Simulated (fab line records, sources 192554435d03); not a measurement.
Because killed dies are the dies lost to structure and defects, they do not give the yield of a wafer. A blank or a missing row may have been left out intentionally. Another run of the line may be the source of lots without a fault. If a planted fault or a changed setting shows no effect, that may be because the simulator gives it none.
Matching of chambers :: flow n5Finfet :: rieDiel-04 running N5_BEOL_M3_DESCUM_33: 4 sister chambers
The step chemistry O2, time 7 s. 22 wafers are shown with their chamber, then 11 later ones without.

== WAFERS, EACH WITH ITS CHAMBER ==
wafer: L074.1
chamber: 2
drypumpMotorCurrentA (A): 4.9
showerheadPlenumPTorr (Torr): 2.14
throttleValvePct (%): 20.5

wafer: L074.2
chamber: 1
drypumpMotorCurrentA (A): 6.2
showerheadPlenumPTorr (Torr): 2.00
throttleValvePct (%): 20.7

wafer: L074.3
chamber: 0
drypumpMotorCurrentA (A): 5.2
showerheadPlenumPTorr (Torr): 2.26
throttleValvePct (%): 20.2

wafer: L074.4
chamber: 1
drypumpMotorCurrentA (A): 6.2
showerheadPlenumPTorr (Torr): 2.00
throttleValvePct (%): 20.7

wafer: L074.5
chamber: 0
drypumpMotorCurrentA (A): 5.3
showerheadPlenumPTorr (Torr): 2.26
throttleValvePct (%): 20.2

wafer: L074.6
chamber: 2
drypumpMotorCurrentA (A): 4.9
showerheadPlenumPTorr (Torr): 2.14
throttleValvePct (%): 20.5

wafer: L076.1
chamber: 0
drypumpMotorCurrentA (A): 5.3
showerheadPlenumPTorr (Torr): 2.26
throttleValvePct (%): 20.2

wafer: L076.2
chamber: 2
drypumpMotorCurrentA (A): 4.9
showerheadPlenumPTorr (Torr): 2.14
throttleValvePct (%): 20.5

wafer: L076.6
chamber: 2
drypumpMotorCurrentA (A): 4.9
showerheadPlenumPTorr (Torr): 2.14
throttleValvePct (%): 20.5

wafer: L077.2
chamber: 2
drypumpMotorCurrentA (A): 4.9
showerheadPlenumPTorr (Torr): 2.14
throttleValvePct (%): 20.5

wafer: L077.3
chamber: 0
drypumpMotorCurrentA (A): 5.3
showerheadPlenumPTorr (Torr): 2.26
throttleValvePct (%): 20.2

wafer: L077.4
chamber: 3
drypumpMotorCurrentA (A): 5.0
showerheadPlenumPTorr (Torr): 2.10
throttleValvePct (%): 19.7

wafer: L080.1
chamber: 1
drypumpMotorCurrentA (A): 6.2
showerheadPlenumPTorr (Torr): 2.00
throttleValvePct (%): 20.7

wafer: L080.2
chamber: 2
drypumpMotorCurrentA (A): 4.9
showerheadPlenumPTorr (Torr): 2.14
throttleValvePct (%): 20.5

wafer: L080.6
chamber: 1
drypumpMotorCurrentA (A): 6.2
showerheadPlenumPTorr (Torr): 2.00
throttleValvePct (%): 20.8

wafer: L086.4
chamber: 2
drypumpMotorCurrentA (A): 4.9
showerheadPlenumPTorr (Torr): 2.14
throttleValvePct (%): 20.5

wafer: L086.5
chamber: 1
drypumpMotorCurrentA (A): 6.2
showerheadPlenumPTorr (Torr): 1.99
throttleValvePct (%): 20.8

wafer: L086.6
chamber: 2
drypumpMotorCurrentA (A): 4.9
showerheadPlenumPTorr (Torr): 2.14
throttleValvePct (%): 20.5

wafer: L089.3
chamber: 3
drypumpMotorCurrentA (A): 5.0
showerheadPlenumPTorr (Torr): 2.09
throttleValvePct (%): 19.7

wafer: L089.4
chamber: 1
drypumpMotorCurrentA (A): 6.2
showerheadPlenumPTorr (Torr): 1.99
throttleValvePct (%): 20.8

wafer: L089.6
chamber: 3
drypumpMotorCurrentA (A): 5.0
showerheadPlenumPTorr (Torr): 2.09
throttleValvePct (%): 19.7

wafer: L092.1
chamber: 3
drypumpMotorCurrentA (A): 5.0
showerheadPlenumPTorr (Torr): 2.09
throttleValvePct (%): 19.7

SIGNATURES (means of the wafers above)
reading: drypumpMotorCurrentA
chamber 0: 5.275
chamber 1: 6.200
chamber 2: 4.900
chamber 3: 5.000
scatter within a chamber: 0.0204

reading: showerheadPlenumPTorr
chamber 0: 2.2600
chamber 1: 1.9967
chamber 2: 2.1400
chamber 3: 2.0925
scatter within a chamber: 0.0034

reading: throttleValvePct
chamber 0: 20.200
chamber 1: 20.750
chamber 2: 20.500
chamber 3: 19.700
scatter within a chamber: 0.0289
Rule: a wafer's distance from a chamber is the root of the sum, over the readings, of the square of ((its reading less the chamber's mean) divided by the reading's scatter). If the next closest chamber is less than 2 further off than the closest, the wafer can't be placed; otherwise it belongs to the closest. The scatter is the square root of a quotient: the sum, over the shown wafers, of each reading's squared deviation from its chamber's mean, divided by wafers minus chambers.

== WAFERS MISSING THEIR CHAMBER ==
wafer: L092.4
drypumpMotorCurrentA (A): 4.9
showerheadPlenumPTorr (Torr): 2.14
throttleValvePct (%): 20.5

wafer: L092.5
drypumpMotorCurrentA (A): 5.3
showerheadPlenumPTorr (Torr): 2.25
throttleValvePct (%): 20.2

wafer: L094.2
drypumpMotorCurrentA (A): 5.3
showerheadPlenumPTorr (Torr): 2.25
throttleValvePct (%): 20.2

wafer: L094.5
drypumpMotorCurrentA (A): 5.0
showerheadPlenumPTorr (Torr): 2.09
throttleValvePct (%): 19.8

wafer: L094.6
drypumpMotorCurrentA (A): 4.9
showerheadPlenumPTorr (Torr): 2.13
throttleValvePct (%): 20.5

wafer: L096.4
drypumpMotorCurrentA (A): 6.2
showerheadPlenumPTorr (Torr): 2.26
throttleValvePct (%): 20.6

wafer: L096.5
drypumpMotorCurrentA (A): 4.9
showerheadPlenumPTorr (Torr): 2.13
throttleValvePct (%): 20.5

wafer: L096.6
drypumpMotorCurrentA (A): 5.0
showerheadPlenumPTorr (Torr): 2.09
throttleValvePct (%): 19.8

wafer: L095.1
drypumpMotorCurrentA (A): 6.2
showerheadPlenumPTorr (Torr): 2.26
throttleValvePct (%): 20.6

wafer: L095.3
drypumpMotorCurrentA (A): 5.3
showerheadPlenumPTorr (Torr): 2.25
throttleValvePct (%): 20.2

wafer: L095.4
drypumpMotorCurrentA (A): 5.0
showerheadPlenumPTorr (Torr): 2.09
throttleValvePct (%): 19.7

== THE CHAMBER EACH PASSED THROUGH ==
wafer: L092.4
from the rows above: 2
in truth: 2

wafer: L092.5
from the rows above: 0
in truth: 0

wafer: L094.2
from the rows above: 0
in truth: 0

wafer: L094.5
from the rows above: 3
in truth: 3

wafer: L094.6
from the rows above: 2
in truth: 2

wafer: L096.4
from the rows above: 0
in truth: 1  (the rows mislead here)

wafer: L096.5
from the rows above: 2
in truth: 2

wafer: L096.6
from the rows above: 3
in truth: 3

wafer: L095.1
from the rows above: 0
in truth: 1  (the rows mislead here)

wafer: L095.3
from the rows above: 0
in truth: 0

wafer: L095.4
from the rows above: 3
in truth: 3
Correct placement for 9 of the 11. From these rows, 0 cannot be placed. Wrongly placed: 2.
